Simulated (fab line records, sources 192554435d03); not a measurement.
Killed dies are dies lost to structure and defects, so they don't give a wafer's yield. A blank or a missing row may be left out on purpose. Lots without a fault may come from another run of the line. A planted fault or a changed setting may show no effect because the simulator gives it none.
A struck lot beside a sound one | flow n5_finfet | 16 steps out of a route of 1938
Sound: wafers L280.3, L280.4, L280.6. Struck: wafer L277.5. (L277.2 of the same lot was not struck and is left out.) The cause comes at the end.
At each step with rows: each side's tool, then ch and its chambers, then its first start. Under that, the readings that differ: sound wafers | struck wafers | difference of the means | sigmas: that difference in standard deviations of wafers without a fault.
alike: readings whose means differ by less than 2 such deviations, and words and numbers that are the same on both sides. not compared: withheld readings, readings that some wafer has no value for, bounds like >300 that may hide the same value, and numbers for which the record gives no deviation and whose values overlap.
The two part at a step that has a row with sigmas, a row that says differs or no value, or rows on one side only. Numbers that don't overlap but have no deviation are shown without sigmas and don't part them. A reading that every wafer of one side lacks parts them only if that side has two wafers or more.

first, 8 steps without rows for these wafers: N5_MOL_CONTACT_COAG_COAT_63 (time 60 s, resist thk 10 nm); N5_MOL_CONTACT_COAG_COAT_64 (time 60 s, resist thk 10 nm); N5_MOL_CONTACT_COAG_COAT_34 (resist thk 40 nm); N5_MOL_CONTACT_COAG_EBR_36; N5_MOL_CONTACT_COAG_SOFTBAKE_35 (time 60 s); N5_MOL_CONTACT_COAG_EXPOSE_37 (exposes mask VD, defocus 0 nm); N5_MOL_CONTACT_COAG_PEB_38 (peb time 60 s); N5_MOL_CONTACT_COAG_DEVELOP_39 (develop time 30 s).
N5_MOL_CONTACT_COAG_CD_MEAS_40: target cd 25.1 nm.
  sound on cd_sem-02 ch 0, day 10 07:07; struck on cd_sem-03 ch 0, day 9 09:38
  alike: cd_nm
N5_MOL_CONTACT_COAG_OVL_MEAS_41:
  sound on overlay-01 ch 0, day 10 07:10; struck on overlay-01 ch 0, day 9 09:40
  alike: VD_OVL
N5_MOL_CONTACT_COAG_INSPECT_42: inspects for defects (brightfield).
  sound on defect_inspect-02, day 10 07:13; struck on defect_inspect-01, day 9 09:43
  alike: raw_defect_count
N5_MOL_CONTACT_COAG_DESCUM_45: chemistry O2, time 7 s.
  sound on rie_diel-01 ch 0,3, day 10 07:24; struck on rie_diel-04 ch 3, day 9 09:45
  alike: drypump_motor_current_A, o2_flow_sccm, oes_product_au, rf_vpp_V, showerhead_plenum_p_Torr, throttle_valve_pct
  not compared: rf_hours_counter_h
N5_MOL_CONTACT_COAG_ETCH_65: etches underlayer in N2/H2, target depth 13 nm, time 10.4 s.
  sound on rie_diel-01 ch 0,3, day 10 07:26; struck on rie_diel-04 ch 3, day 9 09:47
  reading               | sound             | struck | difference | sigmas
  etch_rf_on_time_s (s) | 10.58 10.10 9.98  | 7.55   | -2.67      | -14
  rf_vpp_V (V)          | 525.2 523.6 523.2 | 518.5  | -5.5       | -2
  alike: drypump_motor_current_A, h2_flow_sccm, oes_product_au, showerhead_plenum_p_Torr, throttle_valve_pct
  not compared: rf_hours_counter_h
N5_MOL_CONTACT_COAG_ETCH_66: etches SiARC in CF4, target depth 13 nm, time 21.7 s.
  sound on rie_diel-01 ch 0,3, day 10 07:27; struck on rie_diel-04 ch 3, day 9 09:49
  reading               | sound          | struck | difference | sigmas
  etch_rf_on_time_s (s) | 22.2 21.3 21.2 | 22.4   | +0.8       | +2
  alike: drypump_motor_current_A, oes_product_au, rf_vpp_V, showerhead_plenum_p_Torr, throttle_valve_pct
  not compared: rf_hours_counter_h
-- the record jumps here: 5 days lie between the struck wafers' starts before and after (it left off in module MOL_CONTACT_COAG and takes up again in module BEOL_M4, whose first step shown is number 1111 of the route) --
N5_BEOL_M4_RC_MEAS_101:
  sound on prober-01 ch 0, day 15 03:02; struck on prober-01 ch 0, day 14 16:05
  alike: DIBL_N, DIBL_P, IOFF_N, IOFF_P, ION_N, ION_P, SS_N, SS_P, VT_N, VT_P
-- the record jumps here: 5 days lie between the struck wafers' starts before and after (it left off in module BEOL_M4 and takes up again in module PASSIVATION, whose first step shown is number 1936 of the route) --
N5_PASSIVATION_PROBE_49:
  sound on prober-01, day 19 22:59; struck on prober-01, day 19 08:34
  reading            | sound | struck | difference | sigmas
  killed_at_contacts | 8 9 7 | 28     | +20        | +3
  alike: defect_limited_yield, killed_at_M0_to_M3, killed_at_M4_up, killed_at_front_end, killed_at_other, killed_dies, killed_open, killed_short, sort_bin_5_function, sort_bin_6_memory, sort_bin_8_speed, sort_n_pass, sort_yield_pct

WHERE THEY PART
First at N5_MOL_CONTACT_COAG_ETCH_65; last, within this record, at N5_PASSIVATION_PROBE_49.

WHY: what the simulator had put in
Process parameter drift: rie_diel-04, from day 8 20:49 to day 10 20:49, at N5_MOL_CONTACT_COAG_ETCH_65. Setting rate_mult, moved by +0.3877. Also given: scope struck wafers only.
